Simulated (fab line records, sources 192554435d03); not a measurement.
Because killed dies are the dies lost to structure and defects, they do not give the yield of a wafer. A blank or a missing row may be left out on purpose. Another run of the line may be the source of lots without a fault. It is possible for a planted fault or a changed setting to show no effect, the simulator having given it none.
Which tool did it? | flow n5_finfet | 24 lots with 72 wafers sampled at 5 steps, on a route of 1938 steps

WHAT EACH GAUGE READ, for each wafer
N5_BEOL_M4_CD_MEAS_28: target cd 26.2 nm, target cd y 24.1 nm.
lot  | measured     | on        | cd_nm (nm)
L074 | day 7 11:37  | cd_sem-02 | 25.85 25.86 26.33
L075 | day 7 16:10  | cd_sem-02 | 26.36 26.13 26.35
L076 | day 7 17:25  | cd_sem-01 | 26.00 26.53 26.43
L077 | day 8 02:16  | cd_sem-03 | 26.84 26.13 26.44
L079 | day 8 12:47  | cd_sem-03 | 26.37 26.17 26.26
L078 | day 8 19:32  | cd_sem-01 | 26.42 26.05 26.11
L080 | day 9 01:50  | cd_sem-02 | 26.19 25.99 25.95
L081 | day 9 07:56  | cd_sem-01 | 26.25 26.13 26.01
L082 | day 9 15:07  | cd_sem-03 | 26.34 26.31 26.43
L083 | day 9 22:35  | cd_sem-02 | 26.37 25.95 26.38
L084 | day 10 03:55 | cd_sem-01 | 26.45 26.31 26.27
L085 | day 10 04:06 | cd_sem-01 | 26.46 26.18 26.10
L086 | day 10 16:53 | cd_sem-02 | 26.45 26.16 26.10
L087 | day 11 11:22 | cd_sem-03 | 26.15 26.26 26.16
L088 | day 11 12:15 | cd_sem-03 | 26.39 25.96 26.15
L090 | day 12 02:30 | cd_sem-03 | 26.26 26.03 26.73
L089 | day 12 03:11 | cd_sem-01 | 26.28 25.99 26.21
L091 | day 12 06:47 | cd_sem-01 | 26.52 26.55 26.09
L092 | day 12 07:28 | cd_sem-03 | 25.98 26.25 25.84
L094 | day 12 09:23 | cd_sem-03 | 26.47 26.66 26.46
L093 | day 12 13:32 | cd_sem-02 | 26.40 26.60 26.08
L095 | day 12 17:15 | cd_sem-03 | 26.42 25.90 26.26
L096 | day 14 00:16 | cd_sem-03 | 26.15 26.40 26.73
L097 | day 14 02:17 | cd_sem-01 | 26.12 26.02 26.32

N5_BEOL_M4_OVL_MEAS_29.
lot  | measured     | on         | V3_OVL (nm)
L074 | day 7 11:39  | overlay-02 | 0.5 0.9 0.7
L075 | day 7 16:13  | overlay-01 | -0.4 0.8 0.4
L076 | day 7 17:26  | overlay-02 | -0.4 -0.5 0.0
L077 | day 8 02:19  | overlay-01 | 0.0 0.1 -0.8
L079 | day 8 12:49  | overlay-01 | -0.8 -0.5 -0.3
L078 | day 8 19:34  | overlay-01 | 1.0 1.2 0.7
L080 | day 9 01:53  | overlay-01 | -0.8 -0.3 -0.2
L081 | day 9 07:58  | overlay-01 | -0.7 -0.3 -0.4
L082 | day 9 15:08  | overlay-02 | -0.2 0.1 -0.6
L083 | day 9 22:37  | overlay-02 | -0.7 -0.1 -1.3
L084 | day 10 03:58 | overlay-02 | 0.3 -0.4 -0.5
L085 | day 10 04:08 | overlay-02 | -1.5 -0.4 -0.8
L086 | day 10 16:55 | overlay-01 | -0.4 -1.1 -0.8
L087 | day 11 11:25 | overlay-01 | -0.6 0.3 -0.9
L088 | day 11 12:17 | overlay-01 | -0.1 0.4 -0.3
L090 | day 12 02:33 | overlay-01 | -0.3 0.2 -0.4
L089 | day 12 03:13 | overlay-02 | 0.6 0.0 1.2
L091 | day 12 06:49 | overlay-01 | -0.7 -0.9 -0.3
L092 | day 12 07:30 | overlay-01 | 0.4 0.2 -0.3
L094 | day 12 09:25 | overlay-02 | -0.3 0.4 -0.1
L093 | day 12 13:35 | overlay-02 | 0.9 0.5 0.0
L095 | day 12 17:17 | overlay-02 | 0.4 0.0 -0.4
L096 | day 14 00:18 | overlay-02 | -0.2 -0.1 0.3
L097 | day 14 02:19 | overlay-02 | 0.3 0.7 0.0

N5_BEOL_M4_CD_MEAS_35: target cd 18 nm, target cd y 22.4 nm.
lot  | measured     | on        | cd_nm (nm)
L074 | day 7 13:37  | cd_sem-02 | 17.5 17.0 18.0
L075 | day 7 19:20  | cd_sem-02 | 17.3 18.1 17.1
L076 | day 7 19:26  | cd_sem-03 | 18.5 17.5 17.6
L077 | day 8 03:34  | cd_sem-02 | 17.9 17.9 18.5
L079 | day 8 17:12  | cd_sem-02 | 18.0 18.5 18.0
L078 | day 8 20:59  | cd_sem-02 | 17.4 18.1 17.7
L080 | day 9 04:13  | cd_sem-02 | 18.7 17.5 17.8
L081 | day 9 16:46  | cd_sem-02 | 18.0 18.0 18.0
L082 | day 9 22:07  | cd_sem-02 | 18.1 17.7 17.4
L083 | day 10 02:28 | cd_sem-02 | 17.9 18.4 18.1
L084 | day 10 05:41 | cd_sem-01 | 18.2 19.4 17.8
L085 | day 10 10:04 | cd_sem-01 | 17.9 17.8 18.1
L086 | day 11 04:05 | cd_sem-01 | 17.9 18.3 18.4
L087 | day 11 12:26 | cd_sem-02 | 18.0 18.2 18.0
L088 | day 11 13:11 | cd_sem-03 | 17.4 17.6 17.8
L090 | day 12 04:02 | cd_sem-03 | 18.7 18.7 18.5
L089 | day 12 06:35 | cd_sem-03 | 18.9 18.3 17.4
L091 | day 12 12:24 | cd_sem-03 | 17.9 17.3 18.2
L092 | day 12 15:15 | cd_sem-01 | 17.9 17.9 17.9
L094 | day 12 15:31 | cd_sem-02 | 17.9 18.5 17.8
L093 | day 12 21:02 | cd_sem-03 | 19.0 18.4 18.3
L095 | day 12 21:02 | cd_sem-03 | 17.5 17.5 18.0
L096 | day 14 01:18 | cd_sem-03 | 18.2 18.0 18.7
L097 | day 14 03:46 | cd_sem-03 | 17.3 18.1 17.7

WHICH TOOL RAN EACH LOT (tool, then ch and the chambers of the sampled wafers, then the start)
lot  | N5_BEOL_M4_STRIP_66                | N5_BEOL_M4_STRIP_97
L074 | rie_diel-01 ch 0,3, day 7 10:57    | rie_diel-01 ch 0,1,2, day 7 13:37 or earlier
L075 | rie_diel-02 ch 0,2,3, day 7 15:24  | rie_diel-04 ch 2,3, day 7 19:20 or earlier
L076 | rie_diel-01 ch 0,2,3, day 7 16:52  | rie_diel-01 ch 1,2,3, day 7 19:26 or earlier
L077 | rie_diel-02 ch 0,1, day 8 01:36    | rie_diel-02 ch 0,1,3, day 8 03:34 or earlier
L079 | rie_diel-01 ch 0,1,2, day 8 12:12  | rie_diel-01 ch 1,2,3, day 8 17:12 or earlier
L078 | rie_diel-01 ch 1,2,3, day 8 18:47  | rie_diel-04 ch 0,2, day 8 20:59 or earlier
L080 | rie_diel-01 ch 0,1,2, day 9 01:10  | rie_diel-01 ch 1,2,3, day 9 04:13 or earlier
L081 | rie_diel-01 ch 0,1, day 9 07:23    | rie_diel-01 ch 1,3, day 9 16:46 or earlier
L082 | rie_diel-01 ch 0,1,3, day 9 14:33  | rie_diel-01 ch 0,1,2, day 9 22:07 or earlier
L083 | rie_diel-01 ch 0,1,3, day 9 22:02  | rie_diel-02 ch 1,2,3, day 10 02:28 or earlier
L084 | rie_diel-04 ch 1,2, day 10 03:10   | rie_diel-04 ch 2,3, day 10 05:41 or earlier
L085 | rie_diel-01 ch 0,1,2, day 10 03:23 | rie_diel-01 ch 0,2,3, day 10 10:04 or earlier
L086 | rie_diel-04 ch 0,2, day 10 16:16   | rie_diel-01 ch 0,3, day 11 04:05 or earlier
L087 | rie_diel-01 ch 1,3, day 11 10:42   | rie_diel-01 ch 1,2, day 11 12:26 or earlier
L088 | rie_diel-04 ch 0,2,3, day 11 11:43 | rie_diel-02 ch 2,3, day 11 13:11 or earlier
L090 | rie_diel-01 ch 0,1,2, day 12 01:34 | rie_diel-02 ch 0,1,2, day 12 04:02 or earlier
L089 | rie_diel-01 ch 0,3, day 12 02:35   | rie_diel-02 ch 0,3, day 12 06:35 or earlier
L091 | rie_diel-02 ch 1,2, day 12 06:01   | rie_diel-04 ch 0,2,3, day 12 12:24 or earlier
L092 | rie_diel-01 ch 0,2, day 12 06:38   | rie_diel-01 ch 0,1,3, day 12 15:15 or earlier
L094 | rie_diel-02 ch 0,1,2, day 12 08:31 | rie_diel-02 ch 0,1,2, day 12 15:31 or earlier
L093 | rie_diel-01 ch 1,2, day 12 12:37   | rie_diel-02 ch 0,1,3, day 12 21:02 or earlier
L095 | rie_diel-02 ch 0,3, day 12 16:26   | rie_diel-01 ch 1,2,3, day 12 21:02 or earlier
L096 | rie_diel-04 ch 1,3, day 13 23:41   | rie_diel-04 ch 0,1,2, day 14 01:18 or earlier
L097 | rie_diel-02 ch 1,2,3, day 14 01:33 | rie_diel-04 ch 0,2,3, day 14 03:46 or earlier
- N5_BEOL_M4_STRIP_66: strips in CF4.
- N5_BEOL_M4_STRIP_97: strips in N2/H2, time 10 s.

AS READ BY THE TOOLS THEMSELVES (means over the sampled wafers that have a number; for cases with no such wafer, the mark the record gives instead)
N5_BEOL_M4_STRIP_66.
lot  | tool        | cf4_flow_sccm (sccm) | drypump_motor_current_A (A) | oes_product_au (a.u.) | rf_vpp_V (V) | showerhead_plenum_p_Torr (Torr) | throttle_valve_pct (%)
L074 | rie_diel-01 | 150.4                | 5.1                         | 0.76                  | 271.5        | 1.82                            | 13.25
L075 | rie_diel-02 | 149.9                | 6.2                         | 0.84                  | 269.8        | 1.77                            | 13.46
L076 | rie_diel-01 | 149.8                | 5.3                         | 0.80                  | 272.5        | 1.83                            | 13.33
L077 | rie_diel-02 | 150.2                | 5.9                         | 0.88                  | 270.9        | 1.76                            | 13.48
L079 | rie_diel-01 | 150.0                | 5.6                         | 0.84                  | 271.7        | 1.84                            | 13.30
L078 | rie_diel-01 | 150.3                | 5.3                         | 0.85                  | 272.2        | 1.81                            | 13.16
L080 | rie_diel-01 | 150.3                | 5.6                         | 0.83                  | 271.7        | 1.83                            | 13.32
L081 | rie_diel-01 | 149.8                | 5.6                         | 0.84                  | 273.1        | 1.83                            | 13.22
L082 | rie_diel-01 | 149.7                | 5.3                         | 0.79                  | 271.6        | 1.82                            | 13.26
L083 | rie_diel-01 | 150.1                | 5.3                         | 0.78                  | 272.2        | 1.82                            | 13.27
L084 | rie_diel-04 | 150.2                | 5.0                         | 0.84                  | 271.3        | 1.84                            | 13.21
L085 | rie_diel-01 | 150.0                | 5.6                         | 0.82                  | 271.9        | 1.83                            | 13.34
L086 | rie_diel-04 | 149.8                | 5.6                         | 0.86                  | 270.9        | 1.79                            | 13.43
L087 | rie_diel-01 | 149.7                | 5.0                         | 0.78                  | 271.9        | 1.80                            | 13.12
L088 | rie_diel-04 | 149.6                | 5.5                         | 0.87                  | 271.8        | 1.80                            | 13.36
L090 | rie_diel-01 | 150.0                | 5.6                         | 0.80                  | 271.7        | 1.83                            | 13.38
L089 | rie_diel-01 | 150.5                | 5.1                         | 0.73                  | 273.1        | 1.80                            | 13.34
L091 | rie_diel-02 | 150.0                | 5.7                         | 0.79                  | 269.7        | 1.74                            | 13.20
L092 | rie_diel-01 | 149.4                | 5.6                         | 0.73                  | 272.1        | 1.84                            | 13.58
L094 | rie_diel-02 | 150.0                | 5.9                         | 0.82                  | 270.2        | 1.75                            | 13.37
L093 | rie_diel-01 | 150.1                | 5.6                         | 0.83                  | 271.1        | 1.81                            | 13.31
L095 | rie_diel-02 | 149.3                | 6.2                         | 0.79                  | 270.9        | 1.76                            | 13.75
L096 | rie_diel-04 | 149.9                | 5.3                         | 0.86                  | 273.1        | 1.87                            | 13.40
L097 | rie_diel-02 | 150.2                | 5.9                         | 0.75                  | 271.0        | 1.74                            | 13.42

N5_BEOL_M4_STRIP_97.
lot  | tool        | drypump_motor_current_A (A) | oes_product_au (a.u.) | rf_vpp_V (V) | showerhead_plenum_p_Torr (Torr) | throttle_valve_pct (%)
L074 | rie_diel-01 | 5.6                         | 0.88                  | 59.7         | 2.61                            | 23.29
L075 | rie_diel-04 | 5.1                         | 0.80                  | 59.7         | 2.60                            | 23.81
L076 | rie_diel-01 | 5.3                         | 0.88                  | 59.5         | 2.58                            | 23.38
L077 | rie_diel-02 | 5.9                         | 0.82                  | 59.3         | 2.47                            | 23.48
L079 | rie_diel-01 | 5.3                         | 0.87                  | 58.3         | 2.58                            | 23.40
L078 | rie_diel-04 | 5.3                         | 0.87                  | 58.4         | 2.55                            | 23.70
L080 | rie_diel-01 | 5.3                         | 0.86                  | 60.0         | 2.57                            | 23.40
L081 | rie_diel-01 | 5.1                         | 0.81                  | 58.8         | 2.57                            | 23.40
L082 | rie_diel-01 | 5.6                         | 0.84                  | 59.6         | 2.60                            | 23.31
L083 | rie_diel-02 | 5.9                         | 0.78                  | 59.1         | 2.48                            | 23.37
L084 | rie_diel-04 | 5.4                         | 0.92                  | 59.6         | 2.59                            | 23.63
L085 | rie_diel-01 | 5.3                         | 0.78                  | 58.6         | 2.59                            | 23.45
L086 | rie_diel-01 | 5.3                         | 0.73                  | 59.9         | 2.60                            | 23.35
L087 | rie_diel-01 | 5.6                         | 0.87                  | 58.6         | 2.57                            | 23.30
L088 | rie_diel-02 | 6.2                         | 0.78                  | 58.3         | 2.48                            | 23.33
L090 | rie_diel-02 | 5.9                         | 0.82                  | 58.8         | 2.46                            | 23.41
L089 | rie_diel-02 | 6.2                         | 0.80                  | 58.8         | 2.47                            | 23.59
L091 | rie_diel-04 | 5.5                         | 0.87                  | 59.4         | 2.54                            | 23.61
L092 | rie_diel-01 | 5.3                         | 0.77                  | 59.4         | 2.58                            | 23.34
L094 | rie_diel-02 | 5.9                         | 0.81                  | 59.2         | 2.46                            | 23.41
L093 | rie_diel-02 | 5.9                         | 0.77                  | 58.8         | 2.46                            | 23.53
L095 | rie_diel-01 | 5.3                         | 0.81                  | 59.3         | 2.56                            | 23.44
L096 | rie_diel-04 | 5.4                         | 0.82                  | 59.7         | 2.58                            | 23.60
L097 | rie_diel-04 | 5.5                         | 0.85                  | 59.2         | 2.54                            | 23.62

THE ANSWER, worked out from the rows above alone
Rule: usual is defined by the lots themselves. Put in order of their means at a reading, lots are off if they are a third of the lots or fewer, leave a main group of 4 or more, and stand apart from it by a gap of 3 or more times the standard deviation of the main group's means; of several such gaps the widest counts. A main group whose means are all the same, to the digits that the tables above print for the reading, isn't used. A lot without any number at a reading at which 4 lots or more have one is off too. Any other lot the step has rows for is counted as sound. After the gauges, taken in route order, come the tools' own readings; for these a lot's mean is taken, as printed above. The first step at which some lot is off is used, and at that step the reading that is off furthest; a lot without a number counts as furthest.
Across all readings shown, no lot is off: no conclusion can be drawn from this.

WHAT THE SIMULATOR PUT IN
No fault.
